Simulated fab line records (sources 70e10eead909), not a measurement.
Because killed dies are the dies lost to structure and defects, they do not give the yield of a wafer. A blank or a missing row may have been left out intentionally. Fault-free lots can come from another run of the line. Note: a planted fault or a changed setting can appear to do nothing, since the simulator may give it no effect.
The tool behind it: which one? | flow nand_harc | Sampling: 8 lots, 24 wafers, 9 of 1302 route steps

== WHAT THE GAUGES SHOWED, per wafer ==
NHARC_A_ONON_D1_THK_MEAS_02: measures by ellipsometry.
lot  | measured     | on            | thk_nm (nm)
L364 | day 8 00:18  | film_metro-01 | 996 997 996
L365 | day 8 16:59  | film_metro-01 | 1004 1001 1001
L368 | day 9 19:10  | film_metro-02 | 983 983 983
L375 | day 12 11:02 | film_metro-01 | 999 1003 999
L377 | day 13 21:08 | film_metro-02 | 994 994 994
L383 | day 16 02:11 | film_metro-01 | 1015 1013 1016
L385 | day 17 00:01 | film_metro-01 | 1000 1000 999
L384 | day 17 00:04 | film_metro-01 | 1005 1006 1004

NHARC_A_CHANNEL_HOLE_D1_CD_MEAS_10 targets a cd of 100 nm.
lot  | measured     | on        | cd_nm (nm)
L364 | day 8 17:17  | cd_sem-03 | 99.9 99.5 99.7
L365 | day 9 09:09  | cd_sem-02 | 99.3 98.6 99.3
L368 | day 10 12:43 | cd_sem-03 | 99.8 98.5 99.4
L375 | day 13 05:08 | cd_sem-03 | 108.0 109.0 108.8
L377 | day 14 13:14 | cd_sem-01 | 106.5 105.8 106.8
L383 | day 16 20:07 | cd_sem-03 | 100.1 99.1 100.5
L385 | day 17 17:07 | cd_sem-03 | 98.2 97.8 98.6
L384 | day 17 18:23 | cd_sem-02 | 99.4 99.4 99.9

NHARC_A_CHANNEL_HOLE_D1_CD_MEAS_30.
lot  | measured     | on        | cd_nm (nm)
L364 | day 9 03:58  | cd_sem-02 | 87.2 89.2 87.0
L365 | day 9 18:31  | cd_sem-03 | 90.1 88.1 90.5
L368 | day 10 21:25 | cd_sem-03 | 88.4 87.4 88.9
L375 | day 13 12:10 | cd_sem-03 | 101.4 100.2 102.2
L377 | day 14 21:31 | cd_sem-02 | 93.5 96.6 95.9
L383 | day 17 03:00 | cd_sem-01 | 88.4 88.1 89.5
L385 | day 17 23:59 | cd_sem-02 | 88.1 86.8 85.9
L384 | day 18 08:19 | cd_sem-03 | 91.4 88.7 90.1

NHARC_END_WLT_00.
lot  | measured     | on        | VT_DECK1_BOTTOM   | VT_DECK1_BOTTOM_INNER | VT_DECK1_MEDIAN_NEAR_BOTTOM | VT_DECK1_MEDIAN_NEAR_BOTTOM_INNER | VT_DECK1_MIDDLE   | VT_DECK1_MIDDLE_INNER | VT_DECK1_TOP      | VT_DECK1_TOP_INNER | VT_DECK2_BOTTOM   | VT_DECK2_BOTTOM_INNER | VT_DECK2_MEDIAN_NEAR_BOTTOM | VT_DECK2_MEDIAN_NEAR_BOTTOM_INNER | VT_DECK2_MIDDLE   | VT_DECK2_MIDDLE_INNER | VT_DECK2_TOP      | VT_DECK2_TOP_INNER
L364 | day 25 01:50 | prober-01 | 0.870 0.870 0.864 | 0.862 0.869 0.864     | 0.861 0.880 0.867           | 0.868 0.872 0.864                 | 0.886 0.885 0.873 | 0.883 0.886 0.888     | 0.891 0.899 0.900 | 0.898 0.898 0.895  | 0.867 0.865 0.867 | 0.862 0.866 0.860     | 0.864 0.864 0.864           | 0.862 0.865 0.864                 | 0.875 0.873 0.881 | 0.880 0.870 0.878     | 0.884 0.889 0.897 | 0.889 0.883 0.885
L365 | day 26 00:19 | prober-02 | 0.861 0.867 0.878 | 0.868 0.868 0.873     | 0.877 0.870 0.877           | 0.867 0.877 0.875                 | 0.886 0.884 0.881 | 0.886 0.885 0.898     | 0.901 0.895 0.890 | 0.897 0.896 0.900  | 0.860 0.869 0.881 | 0.868 0.872 0.875     | 0.870 0.874 0.868           | 0.869 0.876 0.869                 | 0.895 0.884 0.883 | 0.885 0.876 0.892     | 0.901 0.885 0.894 | 0.894 0.888 0.893
L368 | day 25 15:38 | prober-02 | 0.874 0.869 0.875 | 0.870 0.870 0.879     | 0.874 0.875 0.876           | 0.870 0.875 0.872                 | 0.887 0.898 0.893 | 0.890 0.887 0.887     | 0.908 0.901 0.899 | 0.905 0.899 0.904  | 0.857 0.863 0.869 | 0.860 0.869 0.868     | 0.868 0.868 0.866           | 0.862 0.862 0.872                 | 0.874 0.889 0.877 | 0.876 0.875 0.888     | 0.888 0.892 0.896 | 0.884 0.893 0.891
L375 | day 28 16:50 | prober-01 | 0.897 0.902 0.911 | 0.894 0.893 0.907     | 0.902 0.904 0.903           | 0.907 0.901 0.907                 | 0.909 0.902 0.912 | 0.909 0.907 0.910     | 0.920 0.917 0.922 | 0.913 0.922 0.917  | 0.863 0.873 0.858 | 0.862 0.866 0.855     | 0.871 0.864 0.858           | 0.864 0.867 0.862                 | 0.877 0.878 0.880 | 0.893 0.883 0.881     | 0.898 0.898 0.898 | 0.895 0.887 0.889
L377 | day 29 19:45 | prober-01 | 0.884 0.882 0.893 | 0.883 0.887 0.883     | 0.881 0.894 0.890           | 0.887 0.892 0.885                 | 0.900 0.899 0.905 | 0.899 0.898 0.895     | 0.914 0.915 0.911 | 0.911 0.907 0.907  | 0.858 0.860 0.865 | 0.859 0.855 0.860     | 0.866 0.862 0.857           | 0.857 0.859 0.865                 | 0.874 0.880 0.875 | 0.874 0.883 0.877     | 0.900 0.895 0.890 | 0.896 0.892 0.888
L383 | day 32 14:48 | prober-01 | 0.858 0.862 0.861 | 0.869 0.853 0.860     | 0.874 0.866 0.868           | 0.860 0.857 0.866                 | 0.886 0.880 0.881 | 0.879 0.876 0.880     | 0.896 0.890 0.895 | 0.881 0.889 0.900  | 0.872 0.877 0.866 | 0.866 0.879 0.868     | 0.871 0.884 0.877           | 0.872 0.874 0.874                 | 0.896 0.893 0.891 | 0.888 0.886 0.885     | 0.902 0.906 0.902 | 0.892 0.903 0.913
L385 | day 33 09:45 | prober-02 | 0.863 0.856 0.863 | 0.867 0.855 0.852     | 0.864 0.865 0.858           | 0.869 0.867 0.863                 | 0.870 0.875 0.865 | 0.879 0.867 0.880     | 0.888 0.883 0.884 | 0.891 0.888 0.886  | 0.862 0.863 0.871 | 0.860 0.867 0.868     | 0.864 0.863 0.870           | 0.863 0.875 0.874                 | 0.873 0.883 0.877 | 0.887 0.870 0.875     | 0.889 0.888 0.890 | 0.895 0.883 0.891
L384 | day 33 09:44 | prober-01 | 0.874 0.861 0.858 | 0.873 0.867 0.877     | 0.880 0.861 0.864           | 0.874 0.869 0.870                 | 0.880 0.882 0.878 | 0.885 0.884 0.889     | 0.897 0.888 0.893 | 0.900 0.895 0.895  | 0.875 0.873 0.872 | 0.874 0.879 0.862     | 0.882 0.869 0.869           | 0.879 0.880 0.874                 | 0.895 0.882 0.886 | 0.888 0.888 0.882     | 0.895 0.895 0.912 | 0.900 0.902 0.899

NHARC_END_SORT_01.
lot  | measured     | on        | killed_at_array | killed_at_other | killed_at_periphery | killed_dies | killed_open | killed_short
L375 | day 28 19:52 | prober-01 | 38              | 1               | 5                   | 44          | 6           | 4
L377 | day 30 02:13 | prober-01 | 42              | 0               | 4                   | 46          | 4           | 0

== TOOL THAT RAN EACH LOT (tool first, then ch and the chambers of the sampled wafers, then the start) ==
lot  | NHARC_A_CHANNEL_HOLE_D1_PEB_08    | NHARC_A_CHANNEL_HOLE_D1_ETCH_38    | NHARC_A_CHANNEL_HOLE_D1_ETCH_21  | NHARC_A_CHANNEL_HOLE_D1_XSEM_31
L364 | litho_track-04 ch 0, day 8 17:13  | rie_diel-09 ch 1,2, day 8 17:34    | har_etch-02 ch 0,1, day 8 22:59  | xsem-01 ch 0, day 9 04:04
L365 | litho_track-06 ch 0, day 9 09:04  | rie_diel-09 ch 0,3, day 9 11:46    | har_etch-02 ch 0,1, day 9 13:26  | xsem-01 ch 0, day 9 18:36
L368 | litho_track-04 ch 0, day 10 12:38 | rie_diel-09 ch 0,2,3, day 10 13:01 | har_etch-02 ch 0,1, day 10 16:11 | xsem-02 ch 0, day 10 21:31
L375 | litho_track-04 ch 0, day 13 05:04 | rie_diel-09 ch 1,2,3, day 13 05:26 | har_etch-02 ch 0,1, day 13 06:57 | xsem-02 ch 0, day 13 12:15
L377 | litho_track-04 ch 0, day 14 13:10 | rie_diel-10 ch 0,1,3, day 14 13:35 | har_etch-02 ch 0,1, day 14 16:28 | xsem-02 ch 0, day 14 21:36
L383 | litho_track-01 ch 0, day 16 20:02 | rie_diel-09 ch 0,2, day 16 20:23   | har_etch-01 ch 0,1, day 16 21:53 | xsem-02 ch 0, day 17 03:05
L385 | litho_track-06 ch 0, day 17 17:02 | rie_diel-09 ch 1,2,3, day 17 17:23 | har_etch-02 ch 0,1, day 17 18:55 | xsem-02 ch 0, day 18 00:05
L384 | litho_track-06 ch 0, day 17 18:19 | rie_diel-10 ch 0,1,2, day 17 18:41 | har_etch-02 ch 0,1, day 18 03:17 | xsem-01 ch 0, day 18 08:24
- NHARC_A_CHANNEL_HOLE_D1_PEB_08: peb time 65 s.
- NHARC_A_CHANNEL_HOLE_D1_ETCH_38: etches the open film in CF4, target depth 39 nm, time 65 s.
- NHARC_A_CHANNEL_HOLE_D1_ETCH_21: etches the open film in C4F8/O2/Ar, time 514.3 s, target depth 1600 nm.
- NHARC_A_CHANNEL_HOLE_D1_XSEM_31

== WHAT THE TOOLS THEMSELVES READ (means of the sampled wafers that have a number; where no wafer has one, the mark that the record gives instead) ==
NHARC_A_CHANNEL_HOLE_D1_PEB_08.
lot  | tool           | exhaust_pa (Pa) | heater_power_total_W (W) | plate_temp_C (C)
L364 | litho_track-04 | 46.2            | 156.8                    | 100.02
L365 | litho_track-06 | 45.5            | 156.5                    | 100.09
L368 | litho_track-04 | 45.3            | 157.0                    | 100.06
L375 | litho_track-04 | 46.8            | 163.1                    | 103.01
L377 | litho_track-04 | 44.8            | 163.1                    | 103.01
L383 | litho_track-01 | 44.5            | 156.4                    | 99.95
L385 | litho_track-06 | 43.8            | 156.8                    | 100.01
L384 | litho_track-06 | 44.8            | 156.6                    | 100.03

NHARC_A_CHANNEL_HOLE_D1_ETCH_38.
lot  | tool        | drypump_motor_current_A (A) | oes_product_au (a.u.) | rf_vpp_V (V) | showerhead_plenum_p_Torr (Torr) | throttle_valve_pct (%)
L364 | rie_diel-09 | 5.0                         | 0.997                 | 152.2        | 1.81                            | 13.287
L365 | rie_diel-09 | 5.4                         | 1.017                 | 152.3        | 1.83                            | 13.294
L368 | rie_diel-09 | 5.4                         | 1.018                 | 151.0        | 1.76                            | 13.285
L375 | rie_diel-09 | 5.2                         | 1.000                 | 152.5        | 1.81                            | 13.285
L377 | rie_diel-10 | 5.5                         | 1.002                 | 152.0        | 1.75                            | 13.284
L383 | rie_diel-09 | 5.3                         | 1.005                 | 150.5        | 1.70                            | 13.284
L385 | rie_diel-09 | 5.2                         | 0.999                 | 151.5        | 1.81                            | 13.284
L384 | rie_diel-10 | 5.9                         | 0.999                 | 150.6        | 1.72                            | 13.285

NHARC_A_CHANNEL_HOLE_D1_ETCH_21.
lot  | tool        | drypump_motor_current_A (A) | showerhead_plenum_p_Torr (Torr) | temp_c (C) | throttle_valve_pct (%)
L364 | har_etch-02 | 5.8                         | 3.65                            | -19.95     | 32.156
L365 | har_etch-02 | 5.8                         | 3.65                            | -19.87     | 32.153
L368 | har_etch-02 | 5.8                         | 3.64                            | -20.05     | 32.146
L375 | har_etch-02 | 5.8                         | 3.62                            | -19.93     | 32.153
L377 | har_etch-02 | 5.8                         | 3.80                            | -20.00     | 32.150
L383 | har_etch-01 | 6.5                         | 3.62                            | -19.94     | 32.155
L385 | har_etch-02 | 5.9                         | 3.78                            | -19.89     | 32.155
L384 | har_etch-02 | 5.8                         | 3.77                            | -19.90     | 32.150

NHARC_A_CHANNEL_HOLE_D1_XSEM_31.
lot  | tool    | bot_cd_nm (nm) | bow_nm (nm) | tilt_deg (degrees)
L364 | xsem-01 | 73.2           | 8.38        | 0.01
L365 | xsem-01 | 73.6           | 9.06        | 0.00
L368 | xsem-02 | 73.5           | 8.55        | 0.03
L375 | xsem-02 | 86.6           | 8.34        | 0.06
L377 | xsem-02 | 79.8           | 9.09        | 0.05
L383 | xsem-02 | 73.8           | 8.91        | -0.00
L385 | xsem-02 | 72.7           | 8.90        | 0.16
L384 | xsem-01 | 74.8           | 8.50        | 0.11

== THE ANSWER, worked out from the rows above alone ==
Rule: the lots themselves supply what counts as usual. The widest of any qualifying gaps counts: lots, ordered by their means at a reading, are off when they make up no more than a third of the lots, leave a main group of 4 or more, and stand apart from it by 3 or more times the standard deviation of that group's means. A main group whose means are all the same, to the digits that the tables above print for the reading, isn't used. A lot without any number at a reading at which 4 lots or more have one is off too. The other lots that the step has rows for count as sound. Order of review: gauges by route order, followed by the tools' own readings, for which a lot's mean as printed above is used. At the first step where some lot is off, the reading lying furthest off is the one used; lots without a number count as furthest.
Off: L375, L377 (NHARC_A_CHANNEL_HOLE_D1_CD_MEAS_10, cd_nm). The main group: mean 99.3 nm, standard deviation 0.56.
If a tool, at a process step before that reading, ran all the lots that are off and no sound lot after the first of them, it fits. Not tried: the gauges at NHARC_A_CHANNEL_HOLE_D1_CD_MEAS_10; whatever is off there is also off at NHARC_END_WLT_00, on other tools, and gauge error can't account for it. One candidate fits, namely litho_track-04 at NHARC_A_CHANNEL_HOLE_D1_PEB_08. A fault onset in the window from L368 (day 10 12:38, its last sound lot) to L375 (day 13 05:04, its first lot off) fits.
The tool's own readings at NHARC_A_CHANNEL_HOLE_D1_PEB_08 bear it out: on the lots that are off they differ by more than 5 times the standard deviation of the sound lots' means. heater_power_total_W reads 163.1 W there against 156.7 W on the sound lots; plate_temp_C reads 103.01 C there against 100.03 C on the sound lots.

== WHAT THE SIMULATOR HAD INSERTED ==
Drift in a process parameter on litho_track-04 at NHARC_A_CHANNEL_HOLE_D1_PEB_08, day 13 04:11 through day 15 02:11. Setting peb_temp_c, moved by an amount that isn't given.
Struck lots among those shown: L375, L377. The same result came from the rule above.
